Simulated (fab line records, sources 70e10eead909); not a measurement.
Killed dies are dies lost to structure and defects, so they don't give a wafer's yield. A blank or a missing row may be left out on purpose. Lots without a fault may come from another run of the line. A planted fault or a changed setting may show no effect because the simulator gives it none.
fab line records | flow nand_harc
record lots=13 wafers=39 last_day=33
route steps=1302 shown A_STAIRCASE@738 END@1302
lots that met no fault: from a run of the same line without faults
start_h: hours from the record's first day to the start of the lot's first wafer shown | wait_h: hours since the lot's step before | " the same as in the row above | L1.1+2: a row that stands for several wafers | - no value, or no start given | * or withheld: withheld | < > ~ a bound
route shown NAME@n: a module of which the file shows steps, and the number in the route of the first | usual: mean/standard deviation of fault-free wafers | same: alike in all rows | chamber/n: place in a boat | sites: the reading at each site | _std_site: their standard deviation | _edge_site: outer sites' mean less inner sites' | radius_mm: how far each site lies from the wafer's centre | mask NAME#n: copy n | behind: the tool/chamber that last shaped the wafer | hold: why the lot was held/for how many hours/how that ended | device: the transistor (n, p or np) that didn't switch | end of line: the same wafers' tests at the end of the route | a step without rows: its recipe alone | killed: dies lost to structure and defects at the first sort, not the wafer's yield | map: a wafer's dies, x killed, . not, _ none there
set.NAME: the setting as run; set.NAME@STEP: as run at that earlier step | model.NAME: the simulator's own value behind a step, which no gauge read
steps of the route over a sample of lots; a table a step, a row a wafer
services: from which hour (start_h, from the record's first day; less than 0 if before it) a tool's chamber was out of use, for how many hours, and why
## steps
# step NHARC_A_STAIRCASE_TRIM_224
# recipe time_s=211.2 o2_flow_sccm=500 ar_flow_sccm=0 bias_w=0 chemistry=O2
# usual drypump_motor_current_A=5.9/0.49 oes_product_au=0.999/0.0072 rf_vpp_V=57.7/0.95 showerhead_plenum_p_Torr=3.55/0.16 throttle_valve_pct=17.037/0.0093
# columns lot.wafer tool chamber start_h wait_h drypump_motor_current_A oes_product_au rf_hours_counter_h rf_vpp_V showerhead_plenum_p_Torr throttle_valve_pct
L865.1 rie_diel-03 3 - - 6.2 1.005 22 57.1 3.51 17.030
L865.5 " 3 " " 6.2 1.004 - 58.4 3.51 17.031
L865.6 " 0 " " 6.0 0.994 - 57.8 3.54 17.051
L866.4 rie_diel-03 3 - - 6.2 1.011 25 58.5 3.51 17.035
L866.1 " 0 " " 6.0 1.012 25 59.7 3.54 17.020
L866.3 " 1 " " 5.2 1.000 23 57.9 3.79 17.024
L868.1 rie_diel-03 0 - - 6.0 1.010 27 57.7 3.54 17.036
L868.2 " 3 " " 6.2 1.013 27 57.8 3.51 17.028
L868.6 " 0 " " 6.0 0.998 - 57.3 3.54 17.035
L867.1 rie_diel-12 0 - - 6.2 0.995 36 56.7 3.42 17.040
L867.3 " 1 " " 6.2 0.998 44 56.1 3.27 17.042
L867.5 " 1 " " 6.2 1.008 - 55.6 3.27 17.048
L869.2 rie_diel-13 2 - - 6.0 1.003 17 57.7 3.55 17.020
L869.4 " 3 " " 6.6 1.005 - 56.8 3.39 17.035
L869.5 " 3 " " 6.6 0.993 - 57.8 3.39 17.039
L872.3 rie_diel-13 2 - - 6.0 0.994 34 57.3 3.54 17.033
L872.5 " 1 " " 6.4 0.988 - 57.0 3.29 17.031
L872.4 " 2 " " 6.0 0.983 - 57.8 3.54 17.038
L874.1 rie_diel-03 1 - - 5.2 0.994 1 57.0 3.77 17.045
L874.4 " 2 " " 5.0 0.987 1 57.4 3.45 17.034
L874.5 " 2 " " 5.0 0.998 - 56.9 3.45 17.036
L875.3 rie_diel-12 2 - - 6.3 1.004 8 56.4 3.48 17.022
L875.4 " 3 " " 5.9 1.006 6 58.6 3.77 17.037
L875.6 " 1 " " 6.2 0.997 - 59.3 3.80 17.049
L877.4 rie_diel-12 0 - - 6.2 0.998 6 56.7 3.41 17.031
L877.2 " 2 " " 6.3 1.008 9 58.6 3.47 17.032
L877.5 " 0 " " 6.2 1.005 - 59.3 3.41 17.036
L879.4 rie_diel-03 2 - - 5.0 0.986 7 58.9 3.44 17.048
L879.6 " 1 " " 5.2 0.998 - 58.1 3.76 17.044
L879.5 " 2 " " 5.0 0.982 - 56.7 3.44 17.025
L885.4 rie_diel-03 0 - - 6.0 1.013 29 57.4 3.51 17.021
L885.2 " 1 " " 5.2 1.009 33 59.5 3.76 17.021
L885.6 " 2 " " 5.0 1.002 - 57.0 3.44 17.043
L886.3 rie_diel-03 0 - - 6.0 1.018 31 58.1 3.50 17.045
L886.5 " 3 " " 6.2 1.004 - 57.8 3.48 17.046
L886.6 " 0 " " 6.0 1.013 - 57.0 3.50 17.028
L887.2 rie_diel-03 2 - - 5.0 0.993 30 57.6 3.43 17.035
L887.3 " 3 " " 6.2 0.996 43 59.4 3.47 17.051
L887.5 " 3 " " 6.2 0.997 - 56.6 3.47 17.041
# step NHARC_A_STAIRCASE_ETCH_225
# recipe target_depth_a=1000 time_s=40.5 ion_energy_ev=400 c4f8_flow_sccm=20 o2_flow_sccm=10 ar_flow_sccm=withheld rf_w=600 bias_w=1000 chemistry=C4F8/O2
# usual oes_product_au=0.940/0.01 rf_vpp_V=896/5.5
# columns lot.wafer tool chamber start_h wait_h oes_product_au rf_hours_counter_h rf_vpp_V
L865.1 rie_diel-03 2 - - 0.939 19 893
L865.5 " 3 " " 0.946 - 895
L865.6 " 0 " " 0.946 - 896
L866.4 rie_diel-03 0 - - 0.953 25 896
L866.1 " 2 " " 0.937 25 892
L866.3 " 3 " " 0.946 25 895
L868.1 rie_diel-03 1 - - 0.930 25 905
L868.2 " 2 " " 0.946 27 894
L868.6 " 1 " " 0.931 - 905
L867.3 rie_diel-12 1 - - 0.960 44 888
L867.1 " 0 " " 0.941 36 892
L867.5 " 1 " " 0.950 - 885
L869.2 rie_diel-13 2 - - 0.934 18 898
L869.4 " 2 " " 0.925 - 896
L869.5 " 3 " " 0.934 - 891
L872.3 rie_diel-13 3 - - 0.931 30 891
L872.5 " 1 " " 0.942 - 888
L872.4 " 2 " " 0.923 - 897
L874.1 rie_diel-03 1 - - 0.922 1 905
L874.4 " 2 " " 0.931 1 893
L874.5 " 0 " " 0.948 - 896
L875.4 rie_diel-12 3 - - 0.956 6 903
L875.3 " 1 " " 0.938 8 905
L875.6 " 3 " " 0.959 - 906
L877.4 rie_diel-12 3 - - 0.949 6 905
L877.2 " 0 " " 0.946 6 890
L877.5 " 2 " " 0.936 - 894
L879.4 rie_diel-03 2 - - 0.932 7 894
L879.6 " 2 " " 0.927 - 893
L879.5 " 3 " " 0.938 - 894
L885.2 rie_diel-03 3 - - 0.921 36 895
L885.4 " 1 " " 0.953 33 905
L885.6 " 3 " " 0.937 - 894
L886.3 rie_diel-03 3 - - 0.941 38 893
L886.5 " 1 " " 0.945 - 902
L886.6 " 2 " " 0.954 - 894
L887.3 rie_diel-03 2 - - 0.923 30 893
L887.2 " 3 " " 0.930 43 894
L887.5 " 3 " " 0.927 - 893
# step NHARC_A_STAIRCASE_ETCH_227
# recipe target_depth_a=1000 time_s=40.5 ion_energy_ev=400 c4f8_flow_sccm=20 o2_flow_sccm=10 ar_flow_sccm=withheld rf_w=600 bias_w=1000 chemistry=C4F8/O2
# usual oes_product_au=0.942/0.0096 rf_vpp_V=897/5.6
# columns lot.wafer tool chamber start_h wait_h oes_product_au rf_hours_counter_h rf_vpp_V
L865.1 rie_diel-03 0 362.98 - 0.949 21 896
L865.5 " 3 " " 0.953 - 896
L865.6 " 0 " " 0.962 - 898
L866.1 rie_diel-03 1 376.89 - 0.937 23 904
L866.4 " 3 " " 0.950 25 895
L866.3 " 0 " " 0.949 25 896
L868.2 rie_diel-03 1 387.06 - 0.947 25 904
L868.1 " 2 " " 0.934 28 892
L868.6 " 3 " " 0.948 - 897
L867.1 rie_diel-12 1 390.62 - 0.967 44 887
L867.3 " 2 " " 0.962 49 894
L867.5 " 1 " " 0.966 - 887
L869.2 rie_diel-13 3 398.77 - 0.941 15 891
L869.4 " 2 " " 0.944 - 898
L869.5 " 2 " " 0.942 - 898
L872.3 rie_diel-13 1 434.60 - 0.923 20 889
L872.5 " 2 " " 0.918 - 897
L872.4 " 3 " " 0.928 - 890
L874.1 rie_diel-03 1 469.99 - 0.947 1 904
L874.4 " 2 " " 0.938 1 893
L874.5 " 2 " " 0.939 - 892
L875.4 rie_diel-12 3 473.97 - 0.957 6 904
L875.3 " 0 " " 0.954 6 893
L875.6 " 3 " " 0.948 - 904
L877.2 rie_diel-12 2 476.32 - 0.933 9 896
L877.4 " 0 " " 0.935 6 891
L877.5 " 1 " " 0.938 - 905
L879.4 rie_diel-03 0 514.42 - 0.940 14 895
L879.6 " 2 " " 0.930 - 894
L879.5 " 3 " " 0.934 - 894
L885.2 rie_diel-03 0 567.85 - 1.118 29 895
L885.4 " 2 " " 0.935 23 893
L885.6 " 0 " " 1.121 - 895
L886.3 rie_diel-03 3 576.62 - 0.926 39 895
L886.6 " 1 " " 1.099 - 903
L886.5 " 2 " " 0.934 - 893
L887.3 rie_diel-03 1 581.13 - 0.942 38 903
L887.2 " 2 " " 1.083 30 893
L887.5 " 1 " " 0.935 - 905
# step NHARC_A_STAIRCASE_ETCH_236
# recipe target_depth_a=1000 time_s=40.5 ion_energy_ev=400 c4f8_flow_sccm=20 o2_flow_sccm=10 ar_flow_sccm=withheld rf_w=600 bias_w=1000 chemistry=C4F8/O2
# usual oes_product_au=0.941/0.0087 rf_vpp_V=896/5.5
# columns lot.wafer tool chamber start_h wait_h oes_product_au rf_hours_counter_h rf_vpp_V
L865.1 rie_diel-03 1 - - 0.940 17 905
L865.6 " 0 " " 0.928 - 896
L865.5 " 1 " " 0.932 - 905
L866.1 rie_diel-03 1 - - 0.934 23 906
L866.4 " 3 " " 0.958 26 895
L866.3 " 0 " " 0.961 26 896
L868.1 rie_diel-13 0 - - 0.945 13 896
L868.2 " 2 " " 0.942 13 896
L868.6 " 3 " " 0.946 - 892
L867.3 rie_diel-13 0 - - 0.940 14 897
L867.1 " 3 " " 0.938 10 892
L867.5 " 0 " " 0.951 - 896
L869.4 rie_diel-03 2 - - 0.931 31 893
L869.2 " 1 " " 0.945 28 906
L869.5 " 3 " " 0.922 - 895
L872.3 rie_diel-13 1 - - 0.934 21 887
L872.5 " 3 " " 0.938 - 891
L872.4 " 1 " " 0.951 - 886
L874.4 rie_diel-13 3 - - 0.924 45 890
L874.1 " 0 " " 0.944 28 897
L874.5 " 1 " " 0.933 - 887
L875.3 rie_diel-03 3 - - 0.954 2 895
L875.4 " 1 " " 0.941 3 905
L875.6 " 0 " " 0.951 - 895
L877.4 rie_diel-13 3 - - 0.941 45 890
L877.2 " 1 " " 0.934 29 887
L877.5 " 2 " " 0.934 - 896
L879.4 rie_diel-13 1 - - 0.940 39 886
L879.5 " 2 " " 0.946 - 896
L879.6 " 3 " " 0.948 - 890
L885.4 rie_diel-03 3 - - 0.941 37 892
L885.2 " 0 " " 0.937 29 895
L885.6 " 2 " " 0.929 - 892
L886.3 rie_diel-03 3 - - 0.928 43 893
L886.5 " 0 " " 0.942 - 895
L886.6 " 1 " " 0.945 - 903
L887.3 rie_diel-12 1 - - 0.944 49 905
L887.2 " 3 " " 0.947 50 904
L887.5 " 1 " " 0.939 - 904
# step NHARC_END_SORT_01
# recipe temp_c=25
# usual killed_at_array=51/17 killed_at_other=1.6/2.1 killed_at_periphery=4/3.2 killed_dies=57/18 killed_open=2.9/1.7 killed_short=2.3/1.3
# same gross_dies=677
# columns lot.wafer tool chamber start_h wait_h killed_at_array killed_at_other killed_at_periphery killed_dies killed_open killed_short
L887.2 prober-01 0 773.27 2.8 656 0 4 660 3 3
L887.3 prober-01 0 774.06 3.1 35 1 3 39 2 2
L887.5 prober-01 0 775.65 3.7 31 0 3 34 1 1
L885.2 prober-02 0 773.33 2.8 599 10 2 611 6 4
L885.4 prober-02 0 774.93 3.4 53 2 1 56 4 1
L885.6 prober-02 0 776.53 4.0 591 8 2 601 4 1
L886.3 prober-02 0 781.95 3.1 36 0 12 48 2 3
L886.5 prober-02 0 783.56 3.7 32 0 9 41 3 1
L886.6 prober-02 0 784.36 4.0 601 0 7 608 0 1
# killed by level:class
L887.2 A_STAIRCASE:area_etch=612 A_CHANNEL_HOLE_D1:chamber_film_flake=19 A_SLIT:chamber_film_flake=8 A_CHANNEL_FILL_D2:chamber_film_flake=5 P_STI:chamber_film_flake=3 A_DECK1_JOINT:geometric_particle:short=2 A_STAIRCASE:chamber_film_flake=2 A_CONTACT:chamber_film_flake=2
L885.2 A_STAIRCASE:area_etch=546 A_CHANNEL_HOLE_D2:chamber_film_flake=17 A_SLIT:chamber_film_flake=12 A_CHANNEL_HOLE_D1:chamber_film_flake=11 THIN_TSV:chamber_film_flake=9 A_CONTACT:chamber_film_flake=3 A_STAIRCASE:chamber_film_flake=2 P_CONTACT:geometric_particle:open=1
L887.3 A_CHANNEL_HOLE_D1:chamber_film_flake=15 A_SLIT:chamber_film_flake=6 A_CHANNEL_HOLE_D2:chamber_film_flake=2 A_CHANNEL_FILL_D2:chamber_film_flake=2 A_STAIRCASE:chamber_film_flake=2 A_CONTACT:chamber_film_flake=2 A_M1:chamber_film_flake=2 P_CONTACT:geometric_particle:short=1
L885.4 A_SLIT:chamber_film_flake=19 A_CHANNEL_HOLE_D2:chamber_film_flake=12 A_CONTACT:chamber_film_flake=9 A_CHANNEL_HOLE_D1:chamber_film_flake=7 THIN_TSV:chamber_film_flake=2 P_M0:geometric_particle:open=1 A_CHANNEL_FILL_D2:geometric_particle:short=1 A_WL_FILL:geometric_particle:open=1
L887.5 A_CHANNEL_HOLE_D1:chamber_film_flake=14 A_SLIT:chamber_film_flake=6 A_STAIRCASE:chamber_film_flake=3 P_STI:chamber_film_flake=2 A_M1:chamber_film_flake=2 A_ONON_D2:geometric_particle:short=1 A_BLC:geometric_particle:open=1 P_ZERO_WELL:chamber_film_flake=1
L885.6 A_STAIRCASE:area_etch=549 A_SLIT:chamber_film_flake=15 A_CHANNEL_HOLE_D2:chamber_film_flake=8 A_CONTACT:chamber_film_flake=8 THIN_TSV:chamber_film_flake=8 A_CHANNEL_HOLE_D1:chamber_film_flake=6 P_M0:geometric_particle:open=1 P_M2:geometric_particle:open=1
L886.3 A_CHANNEL_HOLE_D1:chamber_film_flake=10 A_CONTACT:chamber_film_flake=7 P_GATE:chamber_film_flake=7 A_STAIRCASE:chamber_film_flake=7 A_SLIT:chamber_film_flake=6 P_CONTACT:chamber_film_flake=2 A_ONON_D2:geometric_particle:open=2 A_M1:chamber_film_flake=2
L886.5 A_CHANNEL_HOLE_D1:chamber_film_flake=11 P_GATE:chamber_film_flake=7 A_STAIRCASE:chamber_film_flake=5 A_CONTACT:chamber_film_flake=4 A_SLIT:chamber_film_flake=3 A_CHANNEL_HOLE_D2:chamber_film_flake=3 A_WL_FILL:chamber_film_flake=2 P_M1:geometric_particle:open=1
L886.6 A_STAIRCASE:area_etch=566 A_CHANNEL_HOLE_D1:chamber_film_flake=12 A_SLIT:chamber_film_flake=7 A_CONTACT:chamber_film_flake=6 P_GATE:chamber_film_flake=4 A_STAIRCASE:chamber_film_flake=4 P_CONTACT:chamber_film_flake=3 A_WL_FILL:chamber_film_flake=3
## services
# columns tool chamber start_h hours kind
rie_diel-03 0 339.38 - clean
rie_diel-03 1 339.38 - clean
rie_diel-03 2 339.38 - clean
rie_diel-03 3 339.38 - clean
rie_diel-13 - 342.08 9.0 pm
rie_diel-13 1 358.12 7.6 repair
rie_diel-13 3 361.39 11.8 repair
rie_diel-03 0 363.88 - clean
rie_diel-03 1 363.88 - clean
rie_diel-03 2 363.88 - clean
rie_diel-03 3 363.88 - clean
rie_diel-13 1 377.44 22.5 repair
rie_diel-03 0 388.38 - clean
rie_diel-03 1 388.38 - clean
rie_diel-13 0 393.35 49.3 repair
rie_diel-13 1 441.15 3.3 repair
rie_diel-12 - 446.18 9.0 pm
rie_diel-13 1 448.55 5.9 repair
rie_diel-03 - 458.33 9.0 pm
rie_diel-12 - 488.80 1.9 repair
rie_diel-12 2 505.50 4.2 repair
rie_diel-13 - 519.08 9.0 pm
rie_diel-03 1 519.91 10.9 repair
rie_diel-03 3 561.84 2.6 repair
## key
first_sign step=NHARC_A_STAIRCASE_ETCH_227 reading=oes_product_au direction=up sigmas=17 usual=0.942 struck=1.105
effect step=NHARC_END_SORT_01 reading=killed_at_array direction=up sigmas=32 usual=51 struck=612
more_kills_born_at NHARC_A_STAIRCASE_ETCH_227@rie_diel-03=2273
met_at NHARC_A_STAIRCASE_ETCH_227
struck_lots L885,L886,L887
struck_wafers L885.2,L885.6,L886.6,L887.2
later_rows_left_out L885.2,L885.6,L886.6,L887.2
tester_left_out L885,L886,L887
not_acting_at NHARC_A_STAIRCASE_TRIM_224,NHARC_A_STAIRCASE_ETCH_225,NHARC_A_STAIRCASE_ETCH_236
onset_between 514.42 567.85
fault kind=process_parameter_drift tool=rie_diel-03 chamber=- onset_h=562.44 steps=NHARC_A_STAIRCASE_ETCH_227 channel=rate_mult offset=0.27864 shape=step end_h=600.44 scope=struck_wafers_only
# tester_left_out: of these lots the tester's yield and bins aren't shown, on N5 and GAA mostly nor the transistor test; their killed dies are dies lost to structure and defects alone, not to doping, threshold or leakage, so they don't give the yield
# later_rows_left_out: the simulator's readings of these wafers behind a module that went badly wrong aren't trusted and aren't shown, but for the sort
